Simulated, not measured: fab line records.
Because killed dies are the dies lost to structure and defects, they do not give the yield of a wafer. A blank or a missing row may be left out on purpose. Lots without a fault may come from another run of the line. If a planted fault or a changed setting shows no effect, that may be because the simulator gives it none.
Comparing a struck lot with a sound one	flow nand-harc	41 out of 1159 route steps
Sound: these wafers, L536.1, L536.3, L536.6. Struck: wafer L547.1. (L547.4, L547.6 of the same lot were not struck and are left out.) The cause comes at the end.
Each step with rows lists, per side, the tool, then ch with its chambers, then its first start. Under that, the readings that differ: sound wafers	struck wafers	difference of the means	sigmas: that difference in standard deviations of wafers without a fault.
alike: readings whose means differ by less than 2 such deviations, and words and numbers that are the same on both sides. not compared: withheld readings, readings that some wafer has no value for, bounds like >300 that may hide the same value, and numbers for which the record gives no deviation and whose values overlap.
The two part at a step that has a row with sigmas, a row that says differs or no value, or rows on one side only. When numbers do not overlap yet have no deviation, they are printed without sigmas and do not part them. Lack of a reading on every wafer of one side parts them only where that side has two or more wafers.

NHARC_A_M0_CD_MEAS_09 targets a cd of 80 nm.
  sound on cd-sem-02 ch 0, day 18 15:01; struck on cd-sem-03 ch 0, day 21 14:26
  alike: cd-nm
NHARC_A_M0_OVL_MEAS_10: pitch 160 nm.
  sound on overlay-02, day 18 15:06; struck on overlay-02, day 21 14:32
  alike: overlay-x-nm, overlay-y-nm
NHARC_A_M0_INSPECT_11:
  sound on defect-inspect-02, day 18 15:08; struck on defect-inspect-02, day 21 14:34
  alike: raw-defect-count
then, 3 steps without rows for these wafers: NHARC_A_M0_DESCUM_14 (chemistry O2, time 3 s); NHARC_A_M0_ETCH_34 (etches the open film in N2/H2, target depth 40 nm, overetch 12 nm, time 43.94 s); NHARC_A_M0_ETCH_15 (etches the open film in C4F8/Ar, target depth 150 nm, overetch 15 nm, time 82.5 s).
NHARC_A_M0_CD_MEAS_16:
  sound on cd-sem-02, day 18 15:30; struck on cd-sem-01, day 21 15:11
  alike: cd-nm
then, 2 steps without rows for these wafers: NHARC_A_M0_STRIP_18 (strips in N2/H2); NHARC_A_M0_STRIP_19 (strips in post etch residue remover, time 600 s).
NHARC_A_M0_DEGAS_28: time 60 s.
  sound on pvd-sputter-03, day 18 16:08; struck on pvd-sputter-01, day 21 15:49
  alike: heater-power-w
then, 2 steps without rows for these wafers: NHARC_A_M0_PRE_CLEAN_29 (time 30 s); NHARC_A_M0_PVD_20 (deposits TaN, target thk 5 nm, time 8.06 s).
NHARC_A_M0_PVD_21: deposits Cu, target thk 30 nm, time 20.49 s.
  sound on pvd-sputter-03, day 18 16:22; struck on pvd-sputter-01, day 21 16:03
  alike: cathode-dc-power-W, chamber-pressure-pa, throttle-valve-pct
then, 1 step without rows for these wafers: NHARC_A_M0_ECD_22 (material Cu, target thk 400 nm).
NHARC_A_M0_ANNEAL_30: time 90 s.
  sound on rtp-anneal-01 ch 0, day 18 16:53; struck on rtp-anneal-02 ch 0, day 21 16:34
reading	sound	struck	difference	sigmas
wafer_temp_C_max	225.6 225.4 225.8	226.6	+1.0	+3
then, 2 steps without rows for these wafers: NHARC_A_M0_CMP_23 (polishes, t overpolish 20 s, target thk 113.75 nm); NHARC_A_M0_SRD_25.
NHARC_A_M0_INSPECT_27:
  sound on defect-inspect-02, day 18 17:42; struck on defect-inspect-02, day 21 17:23
reading	sound	struck	difference	sigmas
raw-defect-count	359 395 446	991	+591	+4
then, 1 step without rows for these wafers: NHARC_A_M0_PRE_CLEAN_31 (time 12 s).
NHARC_A_M0_DEP_32: deposits SiCN, target thk 30 nm.
  sound on pecvd-03 ch 0,2, day 18 17:53; struck on pecvd-03 ch 0, day 21 17:37
  alike: heater-power-w, rf-fwd-power-W
then, 10 steps without rows for these wafers: NHARC_A_M1_DEP_00 (deposits SiOC, target thk 182.5 nm); NHARC_A_M1_DEHYDRATE_01 (time 120 s); NHARC_A_M1_HMDS_02 (time 30 s); NHARC_A_M1_COAT_34 (time 65 s); NHARC_A_M1_COAT_03 (resist thk 90 nm); NHARC_A_M1_SOFTBAKE_04 (time 55 s); NHARC_A_M1_EBR_05; NHARC_A_M1_EXPOSE_06 (exposes mask A M1, target cd 120 nm); NHARC_A_M1_PEB_07 (peb time 65 s); NHARC_A_M1_DEVELOP_08 (develop time 35 s).
NHARC_A_M1_CD_MEAS_09 targets a cd of 120 nm.
  the record has rows for the sound wafers here (cd-sem-02 ch 0, day 18 18:58) and none for the struck ones
NHARC_A_M1_OVL_MEAS_10: pitch 240 nm.
  the record holds rows for the sound wafers here (overlay-01, day 18 19:03) but none for the struck ones
NHARC_A_M1_INSPECT_11:
  the record holds rows for the sound wafers here (defect-inspect-02, day 18 19:05) but none for the struck ones
NHARC_A_M1_DESCUM_14: chemistry O2, time 3 s.
  the record has rows for the sound wafers here (rie-diel-13 ch 2,3, day 18 19:10) and none for the struck ones
then, 1 step without rows for these wafers: NHARC_A_M1_ETCH_35 (etches the open film in N2/H2, target depth 40 nm, overetch 12 nm, time 43.94 s).
NHARC_A_M1_ETCH_15: etches the open film in C4F8/Ar, target depth 182.5 nm, time 91.2 s.
  the record has rows for the sound wafers here (rie-diel-13 ch 0,2,3) and none for the struck ones
NHARC_A_M1_CD_MEAS_16:
  the record holds rows for the sound wafers here (cd-sem-02, day 18 19:27) but none for the struck ones
then, 3 steps without rows for these wafers: NHARC_A_M1_STRIP_18 (strips in N2/H2); NHARC_A_M1_ETCH_28 (etches the open film in CF4/N2, target depth 30 nm, time 72.99 s); NHARC_A_M1_STRIP_19 (strips in post etch residue remover, time 600 s).
NHARC_END_SORT_01:
  sound on prober-02 ch 0, day 20 07:17; struck on prober-01 ch 0, day 23 06:13
reading	sound	struck	difference	sigmas
defect-limited-yield (%)	95.3 94.4 93.9	0.7	-93.8	-59
killed-at-array	30 36 36	668	+634	+63
killed-dies	32 38 41	672	+635	+58
killed-short	1 1 0	4	+3	+2
sort_bin_2_pct (%)	2.1 1.3 1.9	94.5	+92.7	+99 or more
sort_bin_3_pct (%)	0.15 0.15 0.30	0.74	+0.54	+2
sort-n-pass	645 639 636	5	-635	-58
sort-rim-yield-pct (%)	92.5 99.1 98.1	1.9	-94.7	-36
sort-yield-pct (%)	95.3 94.4 93.9	0.7	-93.8	-59
  alike: killed-at-other, killed-at-periphery, killed-open, sort_bin_4_pct

WHERE THEY PART
Earliest at NHARC_A_M0_ANNEAL_30; latest, in this record, at NHARC_END_SORT_01.

WHY: what the simulator had put in
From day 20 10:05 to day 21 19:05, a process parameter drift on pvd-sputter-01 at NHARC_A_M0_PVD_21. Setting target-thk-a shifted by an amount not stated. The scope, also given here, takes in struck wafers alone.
